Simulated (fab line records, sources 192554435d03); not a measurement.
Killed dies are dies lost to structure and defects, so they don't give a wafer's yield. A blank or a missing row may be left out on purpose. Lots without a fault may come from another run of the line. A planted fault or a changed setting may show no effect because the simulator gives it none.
Split-lot experiment | flow n5_finfet | 7 lots, 21 wafers read, on a route of 1938 steps

THE SPLIT
At N5_BEOL_M15_COAT_22 (resist thk 800 nm), the setting spin_rpm was moved away from the recipe's 1704 rpm on 8 of the 21 wafers read, by -10.0% to +7.5%. The other wafers ran this setting at the recipe's value.

FROM THE SPLIT TO THE READING: what the file shows between them, 4 steps
- N5_BEOL_M15_EBR_24
- N5_BEOL_M15_SOFTBAKE_23: time 60 s
- N5_BEOL_M15_DESCUM_33: chemistry O2, time 7.9 s
- N5_BEOL_M15_ETCH_61: etches BARC in N2/H2, target depth 89 nm, overetch 26.7 nm, time 67.9 s

THE READING
coat_of_BEOL_M15_COAT_22.thk_nm (the simulator's own value, which no gauge read), in nm, at N5_BEOL_M15_TRENCH_ETCH_34 (etches SiO2 in C4F8/O2/Ar, target depth 872.93 nm, time 199 s). The file gives no usual value for it. The 13 wafers here that ran the recipe average 543.1 nm, standard deviation 4.3 nm.

wafer  | tool, chamber at the split | spin_rpm as run, rpm | against the recipe | coat_of_BEOL_M15_COAT_22.thk_nm, nm | against lot-mates on the recipe
L075.1 | litho_track-01, 0          | 1533                 | -10.0%             | 591.8                               | +45.7
L075.4 | litho_track-01, 0          | 1704                 | recipe             | 544.4                               | -
L075.5 | litho_track-01, 0          | 1704                 | recipe             | 547.8                               | -
L083.2 | litho_track-04, 0          | 1557                 | -8.6%              | 581.4                               | +32.0
L083.4 | litho_track-04, 0          | 1704                 | recipe             | 549.4                               | -
L083.6 | litho_track-04, 0          | 1557                 | -8.6%              | 580.6                               | +31.2
L082.1 | litho_track-02, 0          | 1704                 | recipe             | 539.4                               | -
L082.4 | litho_track-02, 0          | 1704                 | recipe             | 539.2                               | -
L082.5 | litho_track-02, 0          | 1832                 | +7.5%              | 516.2                               | -23.1
L090.1 | litho_track-04, 0          | 1646                 | -3.4%              | 561.6                               | +17.0
L090.3 | litho_track-04, 0          | 1704                 | recipe             | 544.6                               | -
L090.6 | litho_track-04, 0          | 1646                 | -3.4%              | 559.8                               | +15.2
L096.2 | litho_track-02, 0          | 1545                 | -9.3%              | 589.2                               | +37.8
L096.4 | litho_track-02, 0          | 1704                 | recipe             | 551.4                               | -
L096.6 | litho_track-02, 0          | 1545                 | -9.3%              | 587.4                               | +36.0
L094.1 | litho_track-01, 0          | 1704                 | recipe             | 541.8                               | -
L094.2 | litho_track-01, 0          | 1704                 | recipe             | 545.6                               | -
L094.6 | litho_track-01, 0          | 1704                 | recipe             | 537                                 | -
L092.1 | litho_track-01, 0          | 1704                 | recipe             | 538.6                               | -
L092.2 | litho_track-01, 0          | 1704                 | recipe             | 541.8                               | -
L092.4 | litho_track-01, 0          | 1704                 | recipe             | 539.6                               | -

THE FIT
A straight line over all 21 wafers: coat_of_BEOL_M15_COAT_22.thk_nm changes by -4.5 nm for each +1% of spin_rpm; r = -0.98; the points scatter about the line by 4.1 nm.
The same after taking each lot's own level away (the mean of its wafers on the recipe; 21 wafers): -3.85 nm for each +1%; r = -0.99; scatter 2.8 nm.
On that fit, the largest move of spin_rpm shifts the reading by 39 nm.
The lots' own levels span 539.30 to 551.40 nm, that is 2.8 times the standard deviation above.
So the lot-to-lot level changes the slope: the two fits differ.
Check: with one of the wafers moved furthest among these (-10.0%) left out of the fit, the line predicts +37.9 nm for it against its lot-mates. It came out at +45.7 nm against them.

OTHER SPLITS ON THESE WAFERS
These wafers also went through other splits before the reading. Each is held against what the fit with the lots' levels taken away leaves over:
other split on the same wafers    | wafers away from the commonest value | r with coat_of_BEOL_M15_COAT_22.thk_nm (lot level and that fit taken away)
N5_BEOL_M12_EXPOSE_07 dose_mj     | 10                                   | +0.05
N5_BEOL_M14_TRENCH_ETCH_34 bias_w | 5                                    | -0.19
N5_BEOL_M14_SPUTTER_43 power_w    | 7                                    | +0.12

THE WHOLE CHAIN: every reading that the file lists as answering this split, in the file's order
step                       | what it does                                                            | reading                                                                          | change (the file's fit)              | r (the file's)
N5_BEOL_M15_COAT_22        | resist thk 800 nm                                                       | coat_of_BEOL_M15_COAT_22.thk_nm (the simulator's own value, which no gauge read) | -4.16 nm for each +1% of the setting | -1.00
N5_BEOL_M15_ETCH_61        | etches BARC in N2/H2, target depth 89 nm, overetch 26.7 nm, time 67.9 s | coat_of_BEOL_M15_COAT_22.thk_nm (the simulator's own value, which no gauge read) | -4.1 nm for each +1% of the setting  | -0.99
N5_BEOL_M15_TRENCH_ETCH_34 | etches SiO2 in C4F8/O2/Ar, target depth 872.93 nm, time 199 s           | coat_of_BEOL_M15_COAT_22.thk_nm (the simulator's own value, which no gauge read) | -3.95 nm for each +1% of the setting | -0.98

THE FILE'S OWN FIT
coat_of_BEOL_M15_COAT_22.thk_nm changes by -3.95 nm for each +1% of spin_rpm, r = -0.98.
